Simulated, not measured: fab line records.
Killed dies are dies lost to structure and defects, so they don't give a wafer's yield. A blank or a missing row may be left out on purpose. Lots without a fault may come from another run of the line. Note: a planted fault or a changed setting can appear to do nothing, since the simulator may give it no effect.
Chamber matching / flow n5_finfet / N5_HKMG_FIN_STRIP_34 on rie_diel-01 has 4 sister chambers
The step strips in CF4. 16 wafers are shown with their chamber, then 8 later ones without.

## EACH WAFER AND ITS CHAMBER
wafer=L078.3; chamber=1; showerhead_plenum_p_Torr (Torr)=1.80; drypump_motor_current_A (A)=5.8; throttle_valve_pct (%)=13.38
wafer=L078.4; chamber=2; showerhead_plenum_p_Torr (Torr)=1.77; drypump_motor_current_A (A)=5.7; throttle_valve_pct (%)=14.03
wafer=L078.6; chamber=3; showerhead_plenum_p_Torr (Torr)=1.79; drypump_motor_current_A (A)=5.6; throttle_valve_pct (%)=13.87
wafer=L080.2; chamber=3; showerhead_plenum_p_Torr (Torr)=1.79; drypump_motor_current_A (A)=5.5; throttle_valve_pct (%)=13.87
wafer=L080.4; chamber=0; showerhead_plenum_p_Torr (Torr)=1.76; drypump_motor_current_A (A)=5.9; throttle_valve_pct (%)=13.84
wafer=L080.6; chamber=1; showerhead_plenum_p_Torr (Torr)=1.80; drypump_motor_current_A (A)=5.8; throttle_valve_pct (%)=13.40
wafer=L083.3; chamber=2; showerhead_plenum_p_Torr (Torr)=1.77; drypump_motor_current_A (A)=5.7; throttle_valve_pct (%)=14.08
wafer=L083.4; chamber=3; showerhead_plenum_p_Torr (Torr)=1.78; drypump_motor_current_A (A)=5.6; throttle_valve_pct (%)=13.91
wafer=L083.5; chamber=1; showerhead_plenum_p_Torr (Torr)=1.80; drypump_motor_current_A (A)=5.8; throttle_valve_pct (%)=13.41
wafer=L084.2; chamber=1; showerhead_plenum_p_Torr (Torr)=1.80; drypump_motor_current_A (A)=5.7; throttle_valve_pct (%)=13.41
wafer=L084.4; chamber=3; showerhead_plenum_p_Torr (Torr)=1.78; drypump_motor_current_A (A)=5.6; throttle_valve_pct (%)=13.92
wafer=L084.6; chamber=2; showerhead_plenum_p_Torr (Torr)=1.77; drypump_motor_current_A (A)=5.7; throttle_valve_pct (%)=14.06
wafer=L085.1; chamber=2; showerhead_plenum_p_Torr (Torr)=1.77; drypump_motor_current_A (A)=5.7; throttle_valve_pct (%)=14.09
wafer=L085.2; chamber=0; showerhead_plenum_p_Torr (Torr)=1.76; drypump_motor_current_A (A)=5.9; throttle_valve_pct (%)=13.31
wafer=L085.6; chamber=1; showerhead_plenum_p_Torr (Torr)=1.80; drypump_motor_current_A (A)=5.7; throttle_valve_pct (%)=13.43
wafer=L095.1; chamber=0; showerhead_plenum_p_Torr (Torr)=1.76; drypump_motor_current_A (A)=5.9; throttle_valve_pct (%)=13.33

SIGNATURES (means of the wafers above)
reading=showerhead_plenum_p_Torr; chamber 0=1.7600; chamber 1=1.8000; chamber 2=1.7700; chamber 3=1.7850; scatter within a chamber=0.00289
reading=drypump_motor_current_A; chamber 0=5.900; chamber 1=5.760; chamber 2=5.700; chamber 3=5.575; scatter within a chamber=0.0403
reading=throttle_valve_pct; chamber 0=13.4933; chamber 1=13.4060; chamber 2=14.0650; chamber 3=13.8925; scatter within a chamber=0.124
Rule: a wafer lies at a distance from a chamber equal to the root of the sum of squares, over the readings, of (its reading less the chamber's mean, divided by the reading's scatter). If the next closest chamber is less than 2 further off than the closest, the wafer can't be placed; otherwise it belongs to the closest. The scatter is the square root of a quotient: the sum, over the shown wafers, of each reading's squared deviation from its chamber's mean, divided by wafers minus chambers.

## WAFERS WHOSE CHAMBER IS MISSING
wafer=L095.3; showerhead_plenum_p_Torr (Torr)=1.79; drypump_motor_current_A (A)=5.8; throttle_valve_pct (%)=13.46
wafer=L095.4; showerhead_plenum_p_Torr (Torr)=1.79; drypump_motor_current_A (A)=5.8; throttle_valve_pct (%)=13.46
wafer=L096.1; showerhead_plenum_p_Torr (Torr)=1.78; drypump_motor_current_A (A)=5.6; throttle_valve_pct (%)=13.96
wafer=L096.3; showerhead_plenum_p_Torr (Torr)=1.76; drypump_motor_current_A (A)=5.9; throttle_valve_pct (%)=13.34
wafer=L096.4; showerhead_plenum_p_Torr (Torr)=1.76; drypump_motor_current_A (A)=5.9; throttle_valve_pct (%)=13.34
wafer=L097.2; showerhead_plenum_p_Torr (Torr)=1.76; drypump_motor_current_A (A)=5.8; throttle_valve_pct (%)=13.51
wafer=L097.4; showerhead_plenum_p_Torr (Torr)=1.79; drypump_motor_current_A (A)=5.8; throttle_valve_pct (%)=13.47
wafer=L097.5; showerhead_plenum_p_Torr (Torr)=1.77; drypump_motor_current_A (A)=5.5; throttle_valve_pct (%)=13.97

## WHICH CHAMBER EACH WENT THROUGH
wafer=L095.3; from the rows above=1; in truth=1
wafer=L095.4; from the rows above=1; in truth=1
wafer=L096.1; from the rows above=3; in truth=3
wafer=L096.3; from the rows above=0; in truth=0
wafer=L096.4; from the rows above=0; in truth=0
wafer=L097.2; from the rows above=0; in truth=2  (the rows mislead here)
wafer=L097.4; from the rows above=1; in truth=1
wafer=L097.5; from the rows above=can't be placed: 2 or 3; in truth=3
Correctly placed: 6 of 8. Not placeable from these rows: 1 (in 1, the candidates include the true chamber). 1 placed wrongly.
